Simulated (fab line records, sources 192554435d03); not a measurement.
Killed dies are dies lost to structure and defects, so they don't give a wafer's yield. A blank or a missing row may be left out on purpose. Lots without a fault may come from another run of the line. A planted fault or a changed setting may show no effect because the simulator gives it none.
fab line records | flow n5_finfet
record lots=8 wafers=24 last_day=18
route steps=1938 shown BEOL_M0_SAQP@659 BEOL_M4@1111 PASSIVATION@1936
lots that met no fault: from a run of the same line without faults
start_h: hours from the record's first day to the start of the lot's first wafer shown | wait_h: hours since the lot's step before | " the same as in the row above | L1.1+2: a row that stands for several wafers | - no value, or no start given | * or withheld: withheld | < > ~ a bound
route shown NAME@n: a module of which the file shows steps, and the number in the route of the first | usual: mean/standard deviation of fault-free wafers | same: alike in all rows | chamber/n: place in a boat | sites: the reading at each site | _std_site: their standard deviation | _edge_site: outer sites' mean less inner sites' | radius_mm: how far each site lies from the wafer's centre | mask NAME#n: copy n | behind: the tool/chamber that last shaped the wafer | hold: why the lot was held/for how many hours/how that ended | device: the transistor (n, p or np) that didn't switch | end of line: the same wafers' tests at the end of the route | a step without rows: its recipe alone | killed: dies lost to structure and defects at the first sort, not the wafer's yield | map: a wafer's dies, x killed, . not, _ none there
set.NAME: the setting as run; set.NAME@STEP: as run at that earlier step | model.NAME: the simulator's own value behind a step, which no gauge read
steps of the route over a sample of lots; a table a step, a row a wafer
services: from which hour (start_h, from the record's first day; less than 0 if before it) a tool's chamber was out of use, for how many hours, and why
## steps
# step N5_BEOL_M0_SAQP_STRIP_86
# recipe chemistry=N2/H2 power_w=500 temp_c=40 pressure_mtorr=50 rf_frequency_hz=6e+07 overash_fraction=0.3 bias_power_w=28 h2_frac=0.5 n2_flow_sccm=300 h2_flow_sccm=300
# usual chamber_pressure_mTorr=49.99/0.082 drypump_motor_current_A=5.9/0.33 oes_product_au=0.78/0.099 rf_vpp_V=122.0/1.4 showerhead_plenum_p_Torr=3.35/0.12 throttle_valve_pct=19.1/0.37
# columns lot.wafer tool chamber start_h wait_h chamber_pressure_mTorr drypump_motor_current_A oes_product_au rf_hours_counter_h rf_vpp_V showerhead_plenum_p_Torr throttle_valve_pct
L553.1 rie_diel-04 1 140.24 0.1 50.00 5.8 0.68 229 122.9 3.33 19.3
L553.5 " 3 " " 50.08 5.4 0.87 - 121.1 3.43 19.1
L553.6 " 0 " " 50.06 6.3 0.69 - 120.8 3.19 19.3
L562.1 rie_diel-04 3 163.28 0.1 49.98 5.4 0.85 54 122.6 3.43 19.1
L562.2 " 1 " " 50.01 5.8 0.67 237 123.5 3.33 19.4
L562.4 " 0 " " 49.99 6.3 0.68 - 122.7 3.18 19.3
L563.1 rie_diel-04 1 172.76 0.3 49.84 5.7 0.67 241 124.5 3.33 19.4
L563.2 " 0 " " 49.91 6.4 0.67 252 121.4 3.18 19.3
L563.6 " 1 " " 49.99 5.8 0.67 - 123.7 3.33 19.4
L566.1 rie_diel-02 1 193.85 0.1 49.91 5.9 0.74 152 120.5 3.36 19.6
L566.3 " 2 " " 50.04 5.3 0.92 28 121.2 3.43 19.0
L566.6 " 3 " " 49.94 5.9 0.90 - 120.6 3.43 18.9
L569.1 rie_diel-02 0 203.14 0.1 49.92 6.6 0.68 230 120.8 3.17 19.4
L569.4 " 2 " " 49.96 5.3 0.91 31 120.3 3.43 19.0
L569.5 " 2 " " 50.02 5.2 0.90 - 123.4 3.43 19.0
L568.2 rie_diel-02 3 204.73 0.1 49.96 5.9 0.90 43 123.0 3.43 18.9
L568.3 " 1 " " 50.10 5.9 0.75 155 120.3 3.35 19.6
L568.4 " 0 " " 49.95 6.5 0.70 231 122.1 3.17 19.3
L575.2 rie_diel-04 1 246.06 0.1 49.98 5.8 0.65 267 121.5 3.31 19.4
L575.3 " 3 " " 49.94 5.4 0.82 84 124.5 3.41 19.1
L575.4 " 2 " " 50.10 5.4 0.77 - 120.5 3.52 18.8
L576.2 rie_diel-04 3 253.90 0.1 50.15 5.5 0.82 85 121.7 3.41 19.1
L576.4 " 2 " " 50.06 5.4 0.76 - 123.2 3.52 18.8
L576.5 " 1 " " 50.02 5.9 0.66 - 121.8 3.31 19.4
# step N5_BEOL_M0_SAQP_RECESS_104
# recipe chemistry=HF/NH3 target=SiO2 target_depth_a=180 afs_cycles=3 temp_c=30 sublimation_temp_c=180 sublimation_time_s=60
# usual drypump_motor_current_A=5.3/0.49
# columns lot.wafer tool chamber start_h wait_h drypump_motor_current_A
L553.1 vapor_etch-01 0 141.81 0.1 5.2
L553.5 " 0 " " 5.2
L553.6 " 1 " " 5.1
L562.1 vapor_etch-01 1 165.02 0.1 5.0
L562.2 " 0 " " 5.2
L562.4 " 0 " " 5.2
L563.1 vapor_etch-01 1 174.26 0.1 5.0
L563.2 " 0 " " 5.2
L563.6 " 1 " " 5.0
L566.1 vapor_etch-01 1 195.30 0.1 5.1
L566.3 " 1 " " 5.1
L566.6 " 0 " " 5.2
L569.1 vapor_etch-02 0 205.57 0.1 4.9
L569.4 " 1 " " 6.2
L569.5 " 1 " " 6.2
L568.2 vapor_etch-02 0 206.51 0.1 4.9
L568.3 " 0 " " 4.9
L568.4 " 1 " " 6.2
L575.2 vapor_etch-01 0 247.51 0.1 5.2
L575.3 " 1 " " 5.1
L575.4 " 0 " " 5.2
L576.2 vapor_etch-01 0 255.75 0.1 5.2
L576.4 " 0 " " 5.2
L576.5 " 1 " " 5.1
# step N5_BEOL_M0_SAQP_ETCH_107
# recipe chemistry=CH3F/O2 target=SiNx target_depth_a=300 mask_material=SOC pressure_mtorr=30 source_w=395 bias_w=73 Ar_flow_sccm=150 CH3F_flow_sccm=30 O2_flow_sccm=20 ion_energy_ev=120
# usual chamber_pressure_mTorr=30.001/0.027 drypump_motor_current_A=5.9/0.35 mfc_ar_sccm=150.0/0.41 oes_product_au=0.78/0.098 rf_vpp_V=298/5.1 showerhead_plenum_p_Torr=1.99/0.071 throttle_valve_pct=16.41/0.26
# columns lot.wafer tool chamber start_h wait_h chamber_pressure_mTorr drypump_motor_current_A mfc_ar_sccm oes_product_au rf_hours_counter_h rf_vpp_V showerhead_plenum_p_Torr throttle_valve_pct
L553.1 rie_diel-04 0 142.39 0.0 30.018 6.3 149.6 0.67 242 304 1.89 16.69
L553.5 " 3 " " 30.019 5.4 150.5 0.87 - 299 2.05 16.06
L553.6 " 0 " " 30.036 6.3 150.4 0.69 - 304 1.89 16.69
L562.1 rie_diel-02 3 165.53 0.0 30.048 5.9 149.7 0.90 30 288 2.05 16.28
L562.2 " 0 " " 30.001 6.6 149.7 0.71 217 299 1.90 16.50
L562.4 " 0 " " 29.985 6.5 149.2 0.70 - 299 1.90 16.48
L563.1 rie_diel-04 0 174.76 0.0 29.956 6.4 150.0 0.67 253 302 1.89 16.71
L563.2 " 1 " " 30.034 5.8 150.0 0.66 241 289 1.98 16.65
L563.6 " 1 " " 29.990 5.8 150.2 0.67 - 291 1.98 16.66
L566.1 rie_diel-02 1 195.87 0.0 30.023 5.9 149.0 0.74 153 299 2.00 16.56
L566.3 " 2 " " 29.984 5.2 150.1 0.91 29 301 2.04 16.29
L566.6 " 2 " " 29.982 5.2 150.5 0.91 - 299 2.05 16.29
L569.1 rie_diel-04 1 206.08 0.0 29.971 5.8 149.8 0.66 252 290 1.98 16.67
L569.4 " 3 " " 29.999 5.5 149.5 0.84 - 298 2.04 16.10
L569.5 " 1 " " 29.966 5.8 149.8 0.66 - 291 1.98 16.67
L568.2 rie_diel-06 3 207.12 0.0 30.017 5.8 150.0 0.84 78 302 1.95 16.65
L568.3 " 1 " " 29.994 5.9 150.1 1.01 2 301 2.13 16.12
L568.4 " 0 " " 30.009 5.9 150.1 0.87 38 297 2.05 16.04
L575.2 rie_diel-02 3 248.02 0.0 30.007 5.9 149.4 0.86 58 288 2.04 16.34
L575.3 " 2 " " 30.003 5.2 149.5 0.87 46 303 2.04 16.30
L575.4 " 0 " " 30.016 6.5 149.9 0.69 244 300 1.89 16.54
L576.2 rie_diel-06 0 256.26 0.0 30.046 5.9 150.2 0.87 52 296 2.05 16.08
L576.4 " 1 " " 29.998 5.9 149.8 0.95 16 304 2.12 16.15
L576.5 " 2 " " 29.965 5.9 150.3 0.72 - 298 2.08 16.12
# step N5_BEOL_M0_SAQP_ETCH_88
# recipe chemistry=N2/H2 target=underlayer target_depth_a=65 time_s=5.2 ion_energy_ev=200 mask_material=CAR-EUV pressure_mtorr=30 source_w=840 bias_w=150 n2_flow_sccm=200 h2_flow_sccm=200 ends=cleared
# usual chamber_pressure_mTorr=30.00/0.045 drypump_motor_current_A=5.8/0.33 etch_rf_on_time_s=5.22/0.16 oes_product_au=0.68/0.088 rf_vpp_V=524.0/2.8 showerhead_plenum_p_Torr=2.55/0.091 throttle_valve_pct=17.91/0.29
# columns lot.wafer tool chamber start_h wait_h chamber_pressure_mTorr drypump_motor_current_A etch_rf_on_time_s oes_product_au rf_hours_counter_h rf_vpp_V showerhead_plenum_p_Torr throttle_valve_pct
L553.1 rie_diel-02 2 143.99 0.0 30.03 5.2 5.34 0.81 15 525.9 2.60 17.80
L553.5 " 2 " " 29.99 5.3 5.36 0.80 - 524.8 2.60 17.78
L553.6 " 1 " " 30.00 5.9 5.27 0.64 - 524.6 2.55 18.15
L562.1 rie_diel-04 0 167.21 0.0 30.07 6.3 5.36 0.58 249 521.7 2.40 18.26
L562.2 " 1 " " 30.05 5.8 5.21 0.58 237 523.9 2.52 18.14
L562.4 " 0 " " 29.96 6.3 5.34 0.58 - 518.8 2.40 18.23
L563.1 rie_diel-04 0 176.83 0.0 30.04 6.3 5.36 0.58 254 520.1 2.40 18.25
L563.2 " 1 " " 29.97 5.8 5.20 0.57 242 523.7 2.52 18.18
L563.6 " 1 " " 30.01 5.8 5.27 0.58 - 522.2 2.51 18.19
L566.1 rie_diel-04 1 197.58 0.0 29.98 5.8 5.24 0.58 250 522.3 2.51 18.21
L566.3 " 3 " " 30.02 5.5 6.01 0.65 67 526.2 2.59 17.69
L566.6 " 0 " " 30.03 6.3 5.36 0.57 - 520.5 2.40 18.28
L569.1 rie_diel-04 3 207.85 0.0 29.92 5.5 4.94 0.73 70 526.8 2.59 17.70
L569.4 " 1 " " 30.00 5.8 5.28 0.57 - 522.7 2.51 18.20
L569.5 " 0 " " 29.98 6.3 6.50 0.52 - 520.8 2.40 18.25
L568.2 rie_diel-02 2 208.76 0.0 30.02 5.3 5.39 0.76 33 524.6 2.60 17.83
L568.3 " 1 " " 30.06 5.9 5.34 0.63 156 524.5 2.54 18.21
L568.4 " 3 " " 29.92 5.9 5.34 0.76 45 526.5 2.60 17.77
L575.2 rie_diel-06 1 249.48 0.0 29.97 5.9 5.24 0.81 14 528.1 2.70 17.71
L575.3 " 3 " " 29.97 5.9 5.24 0.70 89 520.8 2.47 18.32
L575.4 " 0 " " 30.01 5.9 4.99 0.76 50 524.1 2.58 17.43
L576.2 rie_diel-02 3 258.22 0.0 30.01 5.9 5.23 0.73 60 525.5 2.59 17.78
L576.4 " 0 " " 30.02 6.5 5.40 0.59 246 520.1 2.39 18.06
L576.5 " 3 " " 30.00 5.9 5.28 0.74 - 522.8 2.59 17.81
# step N5_BEOL_M4_RC_MEAS_101
# usual DIBL_N=37.1/1.8 DIBL_P=37.2/2.1 IOFF_N=0.17/0.033 IOFF_P=0.22/0.037 ION_N=680/11 ION_P=464/7.7 SS_N=71.7/0.63 SS_P=73.6/0.67 VT_N=248.9/2.9 VT_P=-251/3.6
# columns lot.wafer tool chamber start_h wait_h DIBL_N[mV/V] DIBL_P[mV/V] IOFF_N[nA/um] IOFF_P[nA/um] ION_N[uA/um] ION_P[uA/um] SS_N[mV/dec] SS_P[mV/dec] VT_N[mV] VT_P[mV]
L553.1 prober-02 0 213.05 0.0 37.9 37.9 0.17 0.20 671 454 72.0 73.3 250.8 -250
L553.5 " 0 " " 38.6 38.6 0.19 0.22 677 459 72.0 73.4 247.7 -249
L553.6 " 0 " " 38.9 40.7 0.21 0.26 713 480 71.7 73.4 244.9 -249
L562.1 prober-01 0 235.29 0.0 35.6 35.8 0.15 0.20 675 466 71.2 73.9 249.1 -251
L562.2 " 0 " " 38.3 37.0 0.19 0.23 691 470 71.7 73.9 249.9 -249
L562.4 " 0 " " 34.8 34.9 0.14 0.19 678 464 70.5 72.2 250.8 -254
L563.1 prober-02 0 235.71 0.0 35.7 37.0 0.14 0.18 663 455 72.0 73.9 250.1 -254
L563.2 " 0 " " 38.2 41.7 0.21 0.25 690 469 71.6 75.1 245.4 -252
L563.6 " 0 " " 34.0 35.3 0.13 0.17 665 462 70.7 73.4 251.2 -255
L569.1 prober-01 0 281.43 0.0 39.9 40.1 0.23 0.24 699 466 72.2 73.9 243.1 -252
L569.4 " 0 " " 40.3 41.7 0.24 0.26 691 465 72.6 74.3 245.7 -249
L569.5 " 0 " " 36.9 36.5 0.15 0.17 674 457 72.1 73.3 249.0 -257
L568.2 prober-02 0 281.90 0.2 38.3 39.1 0.20 0.21 682 458 72.4 73.3 247.9 -251
L568.3 " 0 " " 40.4 40.5 0.23 0.25 686 463 72.7 74.5 246.6 -248
L568.4 " 0 " " 36.9 39.4 0.18 0.22 683 467 71.5 73.8 246.6 -250
L566.1 prober-02 0 283.62 0.0 38.4 37.8 0.18 0.22 676 461 70.8 73.7 247.8 -251
L566.3 " 0 " " 40.1 40.3 0.21 0.27 688 474 71.5 74.3 247.0 -247
L566.6 " 0 " " 35.5 35.3 0.12 0.19 671 467 70.7 73.8 252.9 -252
L575.2 prober-02 0 322.86 0.2 39.5 39.0 0.18 0.24 664 463 71.9 73.9 249.3 -248
L575.3 " 0 " " 40.7 38.9 0.21 0.24 678 461 73.2 74.5 247.9 -247
L575.4 " 0 " " 37.4 35.8 0.16 0.20 680 461 71.3 73.8 250.8 -250
L576.2 prober-02 0 325.78 0.2 40.8 40.8 0.27 0.34 703 477 73.1 74.0 242.1 -241
L576.4 " 0 " " 35.2 34.0 0.13 0.20 677 463 72.0 72.0 251.3 -248
L576.5 " 0 " " 37.1 36.9 0.18 0.25 679 467 71.7 73.6 248.0 -244
# step N5_PASSIVATION_PROBE_49
# usual defect_limited_yield=91.7/1.5 killed_at_M0_to_M3=32/10 killed_at_M4_up=14/5.3 killed_at_contacts=13/5.7 killed_at_front_end=37/10 killed_at_other=3.3/2.5 killed_dies=98/18 killed_open=65/13 killed_short=31/7.5 sort_bin_5_function=4.9/0.91 sort_bin_6_memory=3.1/0.71 sort_bin_8_speed=0.00/0.017 sort_n_pass=1082/18 sort_yield_pct=91.7/1.5
# same gross_dies=1180 killed_at_back_side=0 sort_bin_4_leakage[%]=0
# columns lot.wafer tool chamber start_h wait_h defect_limited_yield[%] killed_at_M0_to_M3 killed_at_M4_up killed_at_contacts killed_at_front_end killed_at_other killed_dies killed_open killed_short sort_bin_5_function[%] sort_bin_6_memory[%] sort_bin_8_speed[%] sort_n_pass sort_yield_pct[%]
L569.1 prober-01 - 397.50 0.0 91.1 34 7 27 30 7 105 75 29 5.6 3.1 0 1075 91.1
L569.4 prober-01 - 397.65 0.2 92.1 28 8 22 35 0 93 66 26 4.9 2.7 0 1087 92.1
L569.5 prober-01 - 397.70 0.2 89.7 46 8 12 55 1 122 88 32 6.1 4.0 0 1058 89.7
# killed by level:class
L569.1 MOL_CONTACT_COAG:geometric_particle:open=22 STI_FIN_REVEAL:geometric_particle:open=8 BEOL_M1:geometric_particle:open=7 BEOL_M3:geometric_particle:open=7 FIN_SAQP:geometric_particle:short=5 BEOL_M0_SAQP:geometric_particle:open=5 BEOL_M0_SAQP:geometric_particle:short=5 BEOL_M2:geometric_particle:open=5
L569.4 MOL_CONTACT_COAG:geometric_particle:open=18 BEOL_M2:geometric_particle:open=10 GATE_CUT:geometric_particle:short=8 FIN_SAQP:geometric_particle:open=7 FIN_SAQP:geometric_particle:short=5 GATE_CUT:geometric_particle:open=5 BEOL_M0:geometric_particle:open=4 BEOL_M0_SAQP:geometric_particle:open=4
L569.5 FIN_SAQP:geometric_particle:open=22 STI_FIN_REVEAL:geometric_particle:open=13 BEOL_M3:geometric_particle:open=11 MOL_CONTACT_COAG:geometric_particle:open=10 BEOL_M0_SAQP:geometric_particle:open=10 BEOL_M0_SAQP:geometric_particle:short=9 FIN_SAQP:geometric_particle:short=7 BEOL_M3:geometric_particle:short=6
## services
# columns tool chamber start_h hours kind
rie_diel-02 2 161.44 8.3 repair
rie_diel-06 1 180.43 - clean
rie_diel-06 1 180.43 - consumable_replace:focus_ring
rie_diel-06 1 180.43 - consumable_replace:showerhead
rie_diel-06 1 180.43 19.7 scheduled_down
rie_diel-06 1 180.43 19.7 vent_cycle
rie_diel-02 1 183.49 5.8 repair
rie_diel-02 - 199.34 2.8 pm
rie_diel-04 0 228.92 - clean
rie_diel-04 0 228.92 - consumable_replace:focus_ring
rie_diel-04 0 228.92 - consumable_replace:showerhead
rie_diel-04 0 228.92 27.6 scheduled_down
rie_diel-04 0 228.92 27.6 vent_cycle
rie_diel-04 1 256.49 - clean
rie_diel-04 1 256.49 - consumable_replace:focus_ring
rie_diel-04 1 256.49 17.6 scheduled_down
rie_diel-04 1 256.49 17.6 vent_cycle
rie_diel-06 1 256.96 4.2 repair
## key
first_sign step=N5_BEOL_M0_SAQP_ETCH_88 reading=etch_rf_on_time_s direction=up sigmas=6.3 usual=* struck=*
effect none on later readings
met_at N5_BEOL_M0_SAQP_ETCH_88
struck_lots L566,L569
struck_wafers L566.3,L569.5
not_acting_at N5_BEOL_M0_SAQP_STRIP_86,N5_BEOL_M0_SAQP_RECESS_104,N5_BEOL_M0_SAQP_ETCH_107
onset_between 176.83 197.58
fault kind=process_parameter_drift tool=rie_diel-04 chamber=- onset_h=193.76 steps=N5_BEOL_M0_SAQP_ETCH_88 channel=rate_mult offset=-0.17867 shape=step end_h=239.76 scope=struck_wafers_only
